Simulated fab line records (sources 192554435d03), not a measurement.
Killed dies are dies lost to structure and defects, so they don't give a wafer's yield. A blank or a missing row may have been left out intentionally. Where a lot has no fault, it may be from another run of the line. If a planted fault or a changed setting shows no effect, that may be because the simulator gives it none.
fab line records -- flow n5_finfet -- part 1 of 2: steps 1 to 19 of 26
[record] lots = 5, wafers = 15, last_day = 17
route steps=1938 shown MOL_CONTACT_COAG@562
lots that met no fault: taken from a fault-free run of the same line
start_h: start of the lot's first displayed wafer, in hours after the record's first day -- wait_h: hours since the lot's step before -- " as in the row above -- L1.1+2: a single row standing in for several wafers -- - no value present, or no start provided -- * or withheld: withheld -- < > ~ a bound
route shown NAME@n: NAME is a module with steps in the file, n the number in the route of the first one -- usual: mean and standard deviation over wafers with no fault -- same: alike in all rows -- chamber/n: place in a boat -- sites: per-site readings -- _std_site: the standard deviation of these -- _edge_site: mean of outer sites minus mean of inner sites -- radius_mm: for every site, how far away it sits from the centre of the wafer -- mask NAME#n: copy n -- behind: the last tool/chamber to shape the wafer -- hold: why the lot was held/for how many hours/how that ended -- device: transistor that didn't switch, given as n, p or np -- end of line: the same wafers' tests at the end of the route -- a step given without rows: its recipe and nothing more -- killed: not the wafer's yield, but the dies lost to structure and defects at the first sort -- map: dies across one wafer; x = killed, . = not, _ = none there
set.NAME: the setting the step ran with; set.NAME@STEP: the setting that earlier step ran with -- model.NAME: the simulator's own value behind a step, which no gauge read
a table for each step, a row for each wafer; lots at some steps of the route
services: when a tool's chamber went out of use (start_h, in hours from the record's first day, below 0 if earlier), for how many hours, and the reason
[[steps]]
[step N5_MOL_CONTACT_COAG_ALD_123]
[recipe] material = SiNx, target_thk_a = 50, temp_c = 400, ald_precursor_family = SiH2I2, ald_co_reactant = N2/H2-plasma, pulse_time_s = 1, purge_time_s = 2, co_reactant_purge_time_s = 2, ald_cycles = 100, pressure_torr = 2
[usual] heater_power_w = 832/73, precursor_pulse_height_rel = 1.003/0.02
[same] pulse_time_s = 1
lot.wafer,tool,chamber,start_h,wait_h,heater_power_w,precursor_pulse_height_rel,since_wet_clean_h
L076.2,ald_sin-03,2,114.77,0.7,793,1.023,212
L076.5,ald_sin-03,2,114.77,0.7,802,0.983,-
L076.6,ald_sin-03,1,114.77,0.7,696,1.008,-
L084.3,ald_sin-02,1,164.75,0.1,862,1.026,156
L084.5,ald_sin-02,1,164.75,0.1,854,1.015,-
L084.6,ald_sin-02,0,164.75,0.1,783,1.002,-
L091.2,ald_sin-01,0,202.42,0.6,840,1.037,103
L091.3,ald_sin-01,2,202.42,0.6,946,1.012,103
L091.6,ald_sin-01,2,202.42,0.6,933,1.002,-
L095.2,ald_sin-02,0,222.35,0.0,795,1.040,214
L095.3,ald_sin-02,1,222.35,0.0,878,1.016,214
L095.4,ald_sin-02,2,222.35,0.0,870,0.973,214
L096.3,ald_sin-02,1,229.78,0.0,867,1.017,221
L096.4,ald_sin-02,0,229.78,0.0,811,1.002,221
L096.5,ald_sin-02,0,229.78,0.0,786,0.931,-
[step N5_MOL_CONTACT_COAG_PECVD_31]
[recipe] material = SiO2, target_thk_a = 460, temp_c = 400, precursor = TEOS/O2, pressure_torr = 6.5, rf_w = withheld, teos_flow_sccm = withheld, gas = O2, flow_sccm = 2650, time_s = 8.9
lot.wafer,tool,chamber,start_h,wait_h,since_wet_clean_h
L076.2,pecvd-01,0,115.27,0.3,638
L076.5,pecvd-01,1,115.27,0.3,-
L076.6,pecvd-01,0,115.27,0.3,-
L084.3,pecvd-01,1,165.26,0.3,1413
L084.5,pecvd-01,2,165.26,0.3,-
L084.6,pecvd-01,1,165.26,0.3,-
L091.2,pecvd-03,2,202.92,0.3,486
L091.3,pecvd-03,1,202.92,0.3,1994
L091.6,pecvd-03,2,202.92,0.3,-
L095.2,pecvd-03,1,222.86,0.3,2014
L095.3,pecvd-03,2,222.86,0.3,-
L095.4,pecvd-03,1,222.86,0.3,-
L096.3,pecvd-01,2,230.28,0.3,500
L096.4,pecvd-01,0,230.28,0.3,-
L096.5,pecvd-01,1,230.28,0.3,-
[step N5_MOL_CONTACT_COAG_COAT_75]
[recipe] resist = SOC, temp_c = 250, time_s = 60, spin_rpm = 1500, resist_thk_nm = 60
[usual] resist_line_temp_C = 23.01/0.1, spin_speed_rpm = 1500.0/0.9
lot.wafer,tool,chamber,start_h,wait_h,resist_line_temp_C,spin_speed_rpm
L076.2,litho_track-01,0,115.33,0.0,22.98,1498.9
L076.5,litho_track-01,0,115.33,0.0,22.93,1501.1
L076.6,litho_track-01,0,115.33,0.0,23.17,1498.2
L084.3,litho_track-05,0,165.31,0.0,23.02,1500.9
L084.5,litho_track-05,0,165.31,0.0,23.00,1500.2
L084.6,litho_track-05,0,165.31,0.0,22.98,1500.8
L091.2,litho_track-01,0,202.98,0.0,22.98,1499.9
L091.3,litho_track-01,0,202.98,0.0,23.12,1499.8
L091.6,litho_track-01,0,202.98,0.0,23.01,1500.7
L095.2,litho_track-05,0,222.93,0.1,22.87,1500.0
L095.3,litho_track-05,0,222.93,0.1,22.87,1498.7
L095.4,litho_track-05,0,222.93,0.1,23.00,1498.9
L096.3,litho_track-05,0,230.34,0.0,23.04,1499.8
L096.4,litho_track-05,0,230.34,0.0,23.19,1499.6
L096.5,litho_track-05,0,230.34,0.0,23.19,1500.8
[step N5_MOL_CONTACT_COAG_COAT_76]
[recipe] resist = SiARC, temp_c = 220, time_s = 60, spin_rpm = 1500, resist_thk_nm = 10
[usual] resist_line_temp_C = 23.00/0.087, spin_speed_rpm = 1499.9/0.95
lot.wafer,tool,chamber,start_h,wait_h,resist_line_temp_C,spin_speed_rpm
L076.2,litho_track-01,0,-,-,23.05,1500.4
L076.5,litho_track-01,0,-,-,23.02,1500.7
L076.6,litho_track-01,0,-,-,23.12,1499.6
L084.3,litho_track-05,0,-,-,22.91,1500.8
L084.5,litho_track-05,0,-,-,22.89,1499.3
L084.6,litho_track-05,0,-,-,23.00,1498.3
L091.2,litho_track-01,0,-,-,22.97,1501.7
L091.3,litho_track-01,0,-,-,22.94,1500.5
L091.6,litho_track-01,0,-,-,22.90,1498.4
L095.2,litho_track-05,0,-,-,22.85,1499.8
L095.3,litho_track-05,0,-,-,23.03,1500.1
L095.4,litho_track-05,0,-,-,22.84,1501.5
L096.3,litho_track-05,0,-,-,22.87,1498.6
L096.4,litho_track-05,0,-,-,22.94,1497.2
L096.5,litho_track-05,0,-,-,22.92,1500.2
[step N5_MOL_CONTACT_COAG_COAT_77]
[recipe] resist = underlayer, temp_c = 205, time_s = 60, spin_rpm = 1500, resist_thk_nm = 10
[usual] resist_line_temp_C = 23.02/0.096, spin_speed_rpm = 1500.0/1.1
lot.wafer,tool,chamber,start_h,wait_h,resist_line_temp_C,spin_speed_rpm
L076.2,litho_track-01,0,-,-,22.90,1501.3
L076.5,litho_track-01,0,-,-,22.95,1500.3
L076.6,litho_track-01,0,-,-,23.17,1500.5
L084.3,litho_track-05,0,-,-,22.84,1499.7
L084.5,litho_track-05,0,-,-,22.93,1499.5
L084.6,litho_track-05,0,-,-,23.01,1497.5
L091.2,litho_track-01,0,-,-,22.99,1500.2
L091.3,litho_track-01,0,-,-,23.03,1500.2
L091.6,litho_track-01,0,-,-,22.89,1499.2
L095.2,litho_track-05,0,-,-,23.01,1498.7
L095.3,litho_track-05,0,-,-,22.83,1500.8
L095.4,litho_track-05,0,-,-,23.12,1501.2
L096.3,litho_track-05,0,-,-,23.03,1500.8
L096.4,litho_track-05,0,-,-,23.03,1500.1
L096.5,litho_track-05,0,-,-,23.06,1500.2
[step N5_MOL_CONTACT_COAG_COAT_78]
[recipe] resist = CAR-EUV, spin_rpm = 1500, resist_thk_nm = 40
[usual] resist_line_temp_C = 22.98/0.11, spin_speed_rpm = 1500.0/1
lot.wafer,tool,chamber,start_h,wait_h,resist_line_temp_C,spin_speed_rpm
L076.2,litho_track-01,0,-,-,22.91,1499.6
L076.5,litho_track-01,0,-,-,22.89,1500.1
L076.6,litho_track-01,0,-,-,22.86,1498.8
L084.3,litho_track-05,0,-,-,22.83,1499.3
L084.5,litho_track-05,0,-,-,22.67,1497.9
L084.6,litho_track-05,0,-,-,22.96,1500.0
L091.2,litho_track-01,0,-,-,22.87,1501.4
L091.3,litho_track-01,0,-,-,22.87,1499.2
L091.6,litho_track-01,0,-,-,22.96,1499.1
L095.2,litho_track-05,0,-,-,23.01,1500.3
L095.3,litho_track-05,0,-,-,23.05,1500.4
L095.4,litho_track-05,0,-,-,22.91,1499.9
L096.3,litho_track-05,0,-,-,23.06,1499.3
L096.4,litho_track-05,0,-,-,23.05,1501.1
L096.5,litho_track-05,0,-,-,22.86,1501.2
[step N5_MOL_CONTACT_COAG_EBR_80]
[recipe] solvent = PGMEA, ebr_width_mm = 1.5
[usual] resist_line_temp_C = 23.00/0.11
lot.wafer,tool,chamber,start_h,wait_h,resist_line_temp_C
L076.2,litho_track-01,0,-,-,23.16
L076.5,litho_track-01,0,-,-,23.15
L076.6,litho_track-01,0,-,-,23.17
L084.3,litho_track-05,0,-,-,23.08
L084.5,litho_track-05,0,-,-,22.86
L084.6,litho_track-05,0,-,-,22.92
L091.2,litho_track-01,0,-,-,23.01
L091.3,litho_track-01,0,-,-,23.02
L091.6,litho_track-01,0,-,-,23.05
L095.2,litho_track-05,0,-,-,22.96
L095.3,litho_track-05,0,-,-,22.83
L095.4,litho_track-05,0,-,-,22.97
L096.3,litho_track-05,0,-,-,22.94
L096.4,litho_track-05,0,-,-,22.97
L096.5,litho_track-05,0,-,-,23.07
[step N5_MOL_CONTACT_COAG_SOFTBAKE_79]
[recipe] temp_c = 110, time_s = 60, resist = CAR-EUV
[usual] resist_line_temp_C = 22.99/0.11
lot.wafer,tool,chamber,start_h,wait_h,resist_line_temp_C
L076.2,litho_track-01,0,-,-,22.95
L076.5,litho_track-01,0,-,-,22.89
L076.6,litho_track-01,0,-,-,22.85
L084.3,litho_track-05,0,-,-,22.97
L084.5,litho_track-05,0,-,-,22.82
L084.6,litho_track-05,0,-,-,22.85
L091.2,litho_track-01,0,-,-,23.08
L091.3,litho_track-01,0,-,-,22.98
L091.6,litho_track-01,0,-,-,23.03
L095.2,litho_track-05,0,-,-,22.95
L095.3,litho_track-05,0,-,-,22.91
L095.4,litho_track-05,0,-,-,22.96
L096.3,litho_track-05,0,-,-,23.16
L096.4,litho_track-05,0,-,-,23.01
L096.5,litho_track-05,0,-,-,23.05
[step N5_MOL_CONTACT_COAG_EXPOSE_81]
[recipe] mask_id = VG, na = 0.33, source_shape = annular, sigma_inner = 0.3, sigma_outer = 0.7, polarization = unpolarized, defocus_nm = 0, dose_mj = 59.5
[usual] stage_msd_nm = 0.827/0.018
lot.wafer,tool,chamber,start_h,wait_h,mask,stage_msd_nm
L076.2,euv_scanner-01,0,115.47,-,VG#0,0.841
L076.5,euv_scanner-01,0,115.47,-,VG#0,0.842
L076.6,euv_scanner-01,0,115.47,-,VG#0,0.843
L084.3,euv_scanner-02,0,165.47,-,VG#0,0.811
L084.5,euv_scanner-02,0,165.47,-,VG#0,0.811
L084.6,euv_scanner-02,0,165.47,-,VG#0,0.810
L091.2,euv_scanner-01,0,203.25,-,VG#0,0.853
L091.3,euv_scanner-01,0,203.25,-,VG#0,0.849
L091.6,euv_scanner-01,0,203.25,-,VG#0,0.851
L095.2,euv_scanner-02,0,223.07,-,VG#0,0.807
L095.3,euv_scanner-02,0,223.07,-,VG#0,0.805
L095.4,euv_scanner-02,0,223.07,-,VG#0,0.804
L096.3,euv_scanner-01,0,230.62,-,VG#0,0.858
L096.4,euv_scanner-01,0,230.62,-,VG#0,0.856
L096.5,euv_scanner-01,0,230.62,-,VG#0,0.859
[step N5_MOL_CONTACT_COAG_PEB_82]
[recipe] peb_temp_c = 100, peb_time_s = 60, resist = CAR-EUV
[usual] resist_line_temp_C = 22.98/0.11
lot.wafer,tool,chamber,start_h,wait_h,resist_line_temp_C
L076.2,litho_track-05,0,115.54,0.1,22.97
L076.5,litho_track-05,0,115.54,0.1,23.15
L076.6,litho_track-05,0,115.54,0.1,23.03
L084.3,litho_track-02,0,165.53,0.1,22.99
L084.5,litho_track-02,0,165.53,0.1,22.85
L084.6,litho_track-02,0,165.53,0.1,23.01
L091.2,litho_track-02,0,203.32,0.1,22.98
L091.3,litho_track-02,0,203.32,0.1,22.96
L091.6,litho_track-02,0,203.32,0.1,23.09
L095.2,litho_track-01,0,223.14,0.1,23.00
L095.3,litho_track-01,0,223.14,0.1,22.87
L095.4,litho_track-01,0,223.14,0.1,23.01
L096.3,litho_track-05,0,230.68,0.1,23.06
L096.4,litho_track-05,0,230.68,0.1,22.98
L096.5,litho_track-05,0,230.68,0.1,23.00
[step N5_MOL_CONTACT_COAG_DEVELOP_83]
[recipe] develop_time_s = 30, developer = TMAH, resist = CAR-EUV, rinse_liquid = surfactant_rinse, dry = air_spin, dev_temp_c = 23
[usual] resist_line_temp_C = 22.98/0.11
[same] develop_time_s = 30
lot.wafer,tool,chamber,start_h,wait_h,resist_line_temp_C
L076.2,litho_track-05,0,-,-,22.99
L076.5,litho_track-05,0,-,-,22.84
L076.6,litho_track-05,0,-,-,22.79
L084.3,litho_track-02,0,-,-,23.07
L084.5,litho_track-02,0,-,-,22.98
L084.6,litho_track-02,0,-,-,22.95
L091.2,litho_track-02,0,-,-,23.00
L091.3,litho_track-02,0,-,-,23.04
L091.6,litho_track-02,0,-,-,22.87
L095.2,litho_track-01,0,-,-,23.16
L095.3,litho_track-01,0,-,-,23.03
L095.4,litho_track-01,0,-,-,22.90
L096.3,litho_track-05,0,-,-,23.14
L096.4,litho_track-05,0,-,-,23.06
L096.5,litho_track-05,0,-,-,23.05
[step N5_MOL_CONTACT_COAG_CD_MEAS_84]
[recipe] target_cd_nm = 25.1, landing_energy_ev = 500, detector = se_inlens, polarity = opening
[usual] cd_nm = 24.96/0.25
lot.wafer,tool,chamber,start_h,wait_h,cd_nm
L076.2,cd_sem-01,0,115.61,-,25.04
L076.5,cd_sem-01,0,115.61,-,24.90
L076.6,cd_sem-01,0,115.61,-,24.85
L084.3,cd_sem-03,0,165.60,-,24.87
L084.5,cd_sem-03,0,165.60,-,24.89
L084.6,cd_sem-03,0,165.60,-,24.62
L091.2,cd_sem-02,0,203.39,-,25.24
L091.3,cd_sem-02,0,203.39,-,24.92
L091.6,cd_sem-02,0,203.39,-,25.03
L095.2,cd_sem-03,0,223.21,-,24.60
L095.3,cd_sem-03,0,223.21,-,25.08
L095.4,cd_sem-03,0,223.21,-,24.65
L096.3,cd_sem-01,0,230.75,-,25.04
L096.4,cd_sem-01,0,230.75,-,24.93
L096.5,cd_sem-01,0,230.75,-,25.16
[step N5_MOL_CONTACT_COAG_OVL_MEAS_85]
[recipe] points_per_wafer = 522
[usual] VG_OVL = 0.0/0.69
lot.wafer,tool,chamber,start_h,wait_h,VG_OVL[nm]
L076.2,overlay-02,0,115.64,0.0,0.4
L076.5,overlay-02,0,115.64,0.0,0.3
L076.6,overlay-02,0,115.64,0.0,0.3
L084.3,overlay-02,0,165.64,0.0,1.9
L084.5,overlay-02,0,165.64,0.0,0.1
L084.6,overlay-02,0,165.64,0.0,0.5
L091.2,overlay-01,0,203.42,0.0,1.0
L091.3,overlay-01,0,203.42,0.0,1.1
L091.6,overlay-01,0,203.42,0.0,1.3
L095.2,overlay-01,0,223.24,0.0,-0.4
L095.3,overlay-01,0,223.24,0.0,0.3
L095.4,overlay-01,0,223.24,0.0,0.3
L096.3,overlay-02,0,230.79,0.0,-0.7
L096.4,overlay-02,0,230.79,0.0,-0.6
L096.5,overlay-02,0,230.79,0.0,0.3
[step N5_MOL_CONTACT_COAG_INSPECT_57]
[recipe] mode = adi, inspect_instrument = brightfield
[usual] raw_defect_count = 196/56
lot.wafer,tool,chamber,start_h,wait_h,raw_defect_count
L076.2,defect_inspect-01,-,115.70,0.0,235
L076.5,defect_inspect-01,-,115.70,0.0,258
L076.6,defect_inspect-01,-,115.70,0.0,284
L084.3,defect_inspect-02,-,165.69,0.1,159
L084.5,defect_inspect-02,-,165.69,0.1,141
L084.6,defect_inspect-02,-,165.69,0.1,126
L091.2,defect_inspect-01,-,203.47,0.0,130
L091.3,defect_inspect-01,-,203.47,0.0,221
L091.6,defect_inspect-01,-,203.47,0.0,139
L095.2,defect_inspect-01,-,223.30,0.0,230
L095.3,defect_inspect-01,-,223.30,0.0,259
L095.4,defect_inspect-01,-,223.30,0.0,218
L096.3,defect_inspect-01,-,230.83,0.0,226
L096.4,defect_inspect-01,-,230.83,0.0,306
L096.5,defect_inspect-01,-,230.83,0.0,287
[step N5_MOL_CONTACT_COAG_DESCUM_88]
[recipe] chemistry = O2, time_s = 7, source_power_w = 50, bias_power_w = 20, pressure_mtorr = 20, rf_frequency_hz = 2.712e+07, temp_c = 40, resist = CAR-EUV, o2_flow_sccm = 225
[usual] drypump_motor_current_A = 5.6/0.46, oes_product_au = 0.80/0.07, rf_vpp_V = 243.2/1.5, showerhead_plenum_p_Torr = 2.10/0.084, throttle_valve_pct = 20.39/0.17
lot.wafer,tool,chamber,start_h,wait_h,drypump_motor_current_A,oes_product_au,rf_hours_counter_h,rf_vpp_V,showerhead_plenum_p_Torr,throttle_valve_pct
L076.2,rie_diel-01,1,115.87,0.2,5.4,0.71,188,242.4,2.08,20.49
L076.5,rie_diel-01,1,115.87,0.2,5.3,0.72,-,242.7,2.08,20.48
L076.6,rie_diel-01,2,115.87,0.2,6.4,0.72,-,243.0,2.05,20.40
L084.3,rie_diel-01,1,165.73,0.0,5.3,0.69,212,243.2,2.07,20.50
L084.5,rie_diel-01,3,165.73,0.0,5.7,0.85,-,242.0,2.04,20.38
L084.6,rie_diel-01,0,165.73,0.0,6.1,0.72,-,240.6,1.98,20.59
L091.2,rie_diel-01,0,203.51,0.0,6.1,0.69,239,240.7,1.97,20.61
L091.3,rie_diel-01,1,203.51,0.0,5.3,0.68,228,241.6,2.07,20.54
L091.6,rie_diel-01,1,203.51,0.0,5.3,0.68,-,242.3,2.07,20.54
L095.2,rie_diel-02,2,223.33,0.0,5.8,0.78,97,244.4,2.23,20.48
L095.3,rie_diel-02,3,223.33,0.0,4.7,0.81,90,242.4,2.02,20.51
L095.4,rie_diel-02,1,223.33,0.0,5.6,0.81,79,243.4,2.12,20.23
L096.3,rie_diel-02,3,230.88,0.0,4.8,0.81,93,240.9,2.02,20.52
L096.4,rie_diel-02,0,230.88,0.0,5.8,0.82,62,243.8,2.11,20.03
L096.5,rie_diel-02,2,230.88,0.0,5.7,0.78,-,244.3,2.22,20.50
[step N5_MOL_CONTACT_COAG_ETCH_89]
[recipe] chemistry = N2/H2, target = underlayer, target_depth_a = 130, mask_material = CAR-EUV, time_s = 10.4, ion_energy_ev = 200, pressure_mtorr = 30, source_w = 840, bias_w = 150, n2_flow_sccm = 200, h2_flow_sccm = 200, ends = cleared
[usual] drypump_motor_current_A = 5.6/0.46, etch_rf_on_time_s = 10.34/0.16, oes_product_au = 0.69/0.059, rf_vpp_V = 524.1/2.5, showerhead_plenum_p_Torr = 2.55/0.097, throttle_valve_pct = 17.80/0.18
lot.wafer,tool,chamber,start_h,wait_h,drypump_motor_current_A,etch_rf_on_time_s,oes_product_au,rf_hours_counter_h,rf_vpp_V,showerhead_plenum_p_Torr,throttle_valve_pct
L076.2,rie_diel-01,1,115.91,0.0,5.3,10.23,0.61,188,524.4,2.54,18.01
L076.5,rie_diel-01,1,115.91,0.0,5.3,10.33,0.62,-,522.6,2.54,17.99
L076.6,rie_diel-01,2,115.91,0.0,6.4,10.24,0.61,-,523.2,2.50,17.88
L084.3,rie_diel-01,1,165.76,0.0,5.3,10.50,0.60,212,522.4,2.53,18.03
L084.5,rie_diel-01,3,165.76,0.0,5.7,10.59,0.73,-,522.9,2.48,17.75
L084.6,rie_diel-01,0,165.76,0.0,6.1,10.17,0.62,-,520.0,2.41,18.07
L091.2,rie_diel-01,0,203.54,0.0,6.2,9.99,0.62,239,520.8,2.40,18.09
L091.3,rie_diel-01,1,203.54,0.0,5.3,10.54,0.59,228,521.5,2.52,18.05
L091.6,rie_diel-01,1,203.54,0.0,5.3,10.60,0.58,-,522.7,2.52,18.07
L095.2,rie_diel-02,2,223.37,0.0,5.7,10.20,0.69,97,527.0,2.69,17.81
L095.3,rie_diel-02,3,223.37,0.0,4.7,10.34,0.69,90,522.7,2.45,17.82
L095.4,rie_diel-02,1,223.37,0.0,5.6,10.26,0.70,79,523.3,2.57,17.54
L096.3,rie_diel-02,3,230.91,0.0,4.7,10.46,0.68,93,522.6,2.45,17.85
L096.4,rie_diel-02,0,230.91,0.0,5.8,10.28,0.71,62,524.8,2.60,17.62
L096.5,rie_diel-02,2,230.91,0.0,5.7,10.33,0.68,-,527.7,2.68,17.78
[step N5_MOL_CONTACT_COAG_ETCH_90]
[recipe] chemistry = CF4, target = SiARC, target_depth_a = 130, mask_material = CAR-EUV, time_s = 21.7, ion_energy_ev = 80, pressure_mtorr = 40, source_w = 545, bias_w = 36, Ar_flow_sccm = 100, cf4_flow_sccm = 100, ends = cleared
[usual] drypump_motor_current_A = 5.6/0.46, etch_rf_on_time_s = 21.5/0.33, oes_product_au = 0.69/0.06, rf_vpp_V = 184.1/1.2, showerhead_plenum_p_Torr = 2.14/0.07, throttle_valve_pct = 15.58/0.21
lot.wafer,tool,chamber,start_h,wait_h,drypump_motor_current_A,etch_rf_on_time_s,oes_product_au,rf_hours_counter_h,rf_vpp_V,showerhead_plenum_p_Torr,throttle_valve_pct
L076.2,rie_diel-01,1,115.93,0.0,5.3,21.8,0.60,188,184.8,2.14,15.76
L076.5,rie_diel-01,1,115.93,0.0,5.3,21.7,0.61,-,184.0,2.14,15.77
L076.6,rie_diel-01,2,115.93,0.0,6.4,21.4,0.61,-,184.3,2.11,15.79
L084.3,rie_diel-01,1,165.78,0.0,5.3,21.6,0.59,212,184.8,2.13,15.83
L084.5,rie_diel-01,3,165.78,0.0,5.7,21.7,0.74,-,183.9,2.08,15.52
L084.6,rie_diel-01,0,165.78,0.0,6.1,20.9,0.62,-,182.5,2.05,15.92
L091.2,rie_diel-01,0,203.56,0.0,6.1,21.1,0.61,239,182.8,2.04,15.94
L091.3,rie_diel-01,1,203.56,0.0,5.3,21.8,0.59,228,184.0,2.12,15.85
L091.6,rie_diel-01,1,203.56,0.0,5.3,22.0,0.59,-,183.2,2.12,15.85
L095.2,rie_diel-02,2,223.39,0.0,5.8,21.5,0.68,97,184.6,2.24,15.43
L095.3,rie_diel-02,3,223.39,0.0,4.7,21.7,0.69,90,183.3,2.07,15.73
L095.4,rie_diel-02,1,223.39,0.0,5.6,21.3,0.70,79,184.6,2.17,15.42
L096.3,rie_diel-02,3,230.93,0.0,4.7,21.5,0.69,93,184.1,2.07,15.73
L096.4,rie_diel-02,0,230.93,0.0,5.8,21.3,0.72,62,184.7,2.18,15.34
L096.5,rie_diel-02,2,230.93,0.0,5.8,21.5,0.68,-,183.6,2.23,15.43
[step N5_MOL_CONTACT_COAG_ALD_131]
[recipe] material = SiO2, target_thk_a = 50, temp_c = 100, ald_precursor_family = BDEAS, ald_co_reactant = O2-plasma, pulse_time_s = 1, co_reactant_pulse_time_s = 1, purge_time_s = 2, co_reactant_purge_time_s = 2, ald_cycles = 35, pressure_torr = 2
[usual] heater_power_w = 76/6.7, precursor_pulse_height_rel = 1.001/0.019
[same] pulse_time_s = 1
lot.wafer,tool,chamber,start_h,wait_h,heater_power_w,precursor_pulse_height_rel,since_wet_clean_h
L076.2,ald_sin-03,1,116.21,0.3,65,0.990,214
L076.5,ald_sin-03,0,116.21,0.3,83,1.013,-
L076.6,ald_sin-03,1,116.21,0.3,65,1.006,-
L084.3,ald_sin-03,3,165.86,0.1,77,0.993,263
L084.5,ald_sin-03,2,165.86,0.1,75,0.995,-
L084.6,ald_sin-03,1,165.86,0.1,66,0.981,-
L091.2,ald_sin-01,0,203.64,0.1,77,0.999,104
L091.3,ald_sin-01,3,203.64,0.1,88,1.045,104
L091.6,ald_sin-01,1,203.64,0.1,77,1.003,-
L095.2,ald_sin-03,0,223.99,0.6,85,0.981,322
L095.3,ald_sin-03,3,223.99,0.6,78,0.990,322
L095.4,ald_sin-03,2,223.99,0.6,71,0.993,322
L096.3,ald_sin-02,3,231.01,0.1,67,0.998,222
L096.4,ald_sin-02,0,231.01,0.1,71,0.997,222
L096.5,ald_sin-02,2,231.01,0.1,79,1.004,-
[step N5_MOL_CONTACT_COAG_ETCHBACK_132]
[recipe] chemistry = CHF3, target = SiO2, target_depth_a = 100, time_s = 6.7, ion_energy_ev = 200, pressure_mtorr = 30, source_w = 610, bias_w = 170, Ar_flow_sccm = 200, CHF3_flow_sccm = 50
[usual] drypump_motor_current_A = 5.6/0.49, oes_product_au = 0.82/0.062, rf_vpp_V = 522/5.2, showerhead_plenum_p_Torr = 2.40/0.086, throttle_valve_pct = 18.64/0.17
lot.wafer,tool,chamber,start_h,wait_h,drypump_motor_current_A,oes_product_au,rf_hours_counter_h,rf_vpp_V,showerhead_plenum_p_Torr,throttle_valve_pct
L076.2,rie_diel-02,2,116.39,0.1,5.8,0.84,57,515,2.51,18.52
L076.5,rie_diel-02,1,116.39,0.1,5.6,0.88,-,523,2.41,18.37
L076.6,rie_diel-02,2,116.39,0.1,5.8,0.84,-,514,2.51,18.50
L084.3,rie_diel-02,2,166.04,0.1,5.8,0.82,77,514,2.50,18.55
L084.5,rie_diel-02,2,166.04,0.1,5.8,0.81,-,514,2.50,18.56
L084.6,rie_diel-02,3,166.04,0.1,4.8,0.83,-,523,2.30,18.78
L091.2,rie_diel-06,1,203.83,0.1,6.7,0.78,118,524,2.28,18.74
L091.3,rie_diel-06,0,203.83,0.1,5.3,0.88,28,530,2.52,18.66
L091.6,rie_diel-06,1,203.83,0.1,6.6,0.78,-,522,2.28,18.72
L095.2,rie_diel-01,0,224.17,0.1,6.1,0.71,246,515,2.26,19.02
L095.3,rie_diel-01,1,224.17,0.1,5.3,0.68,235,522,2.35,18.86
L095.4,rie_diel-01,3,224.17,0.1,5.7,0.82,57,525,2.31,18.71
L096.3,rie_diel-02,2,231.19,0.1,5.7,0.78,99,514,2.49,18.59
L096.4,rie_diel-02,0,231.19,0.1,5.8,0.82,62,518,2.42,18.48
L096.5,rie_diel-02,0,231.19,0.1,5.8,0.82,-,519,2.42,18.47
